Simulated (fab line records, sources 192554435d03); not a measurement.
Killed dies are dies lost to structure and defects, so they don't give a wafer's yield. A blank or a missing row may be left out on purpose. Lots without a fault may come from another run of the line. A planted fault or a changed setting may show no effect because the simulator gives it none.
Chamber matching | flow n5_finfet | N5_BEOL_M9_STRIP_36 on rie_diel-03: 4 sister chambers
The step strips in N2/H2. 4 wafers are shown with their chamber, then 8 later ones without.

WAFERS WITH THEIR CHAMBER
wafer  | chamber | showerhead_plenum_p_Torr (Torr)
L087.3 | 1       | 2.50
L090.6 | 0       | 2.58
L089.5 | 3       | 2.39
L092.2 | 2       | 2.51

WAFERS WITHOUT THEIR CHAMBER
wafer  | showerhead_plenum_p_Torr (Torr)
L092.3 | 2.49
L092.4 | 2.39
L093.1 | 2.57
L093.2 | 2.49
L093.4 | 2.50
L097.1 | 2.49
L097.4 | 2.49
L097.5 | 2.57

WHICH CHAMBER EACH WENT THROUGH
wafer  | from the rows above     | in truth
L092.3 | can't be placed: 1 or 2 | 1
L092.4 | 3                       | 3
L093.1 | 0                       | 0
L093.2 | can't be placed: 1 or 2 | 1
L093.4 | can't be placed: 1 or 2 | 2
L097.1 | can't be placed: 1 or 2 | 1
L097.4 | can't be placed: 1 or 2 | 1
L097.5 | 0                       | 0
Placed correctly: 3 of 8. Can't be placed from these rows: 5 (the true chamber is among the candidates in 5). Placed wrongly: 0.
How it was worked out, from the rows above alone: a wafer's distance from a chamber is the root of the sum, over the readings, of the square of ((its reading less the chamber's mean) divided by the reading's scatter). The wafer belongs to the nearest chamber; if the next one is less than 2 further off, it can't be placed. A chamber's mean is the mean of its shown wafers. The scatter: with one shown wafer a chamber, the root of the mean of the squares of how far each hidden wafer lies from its nearest shown one.
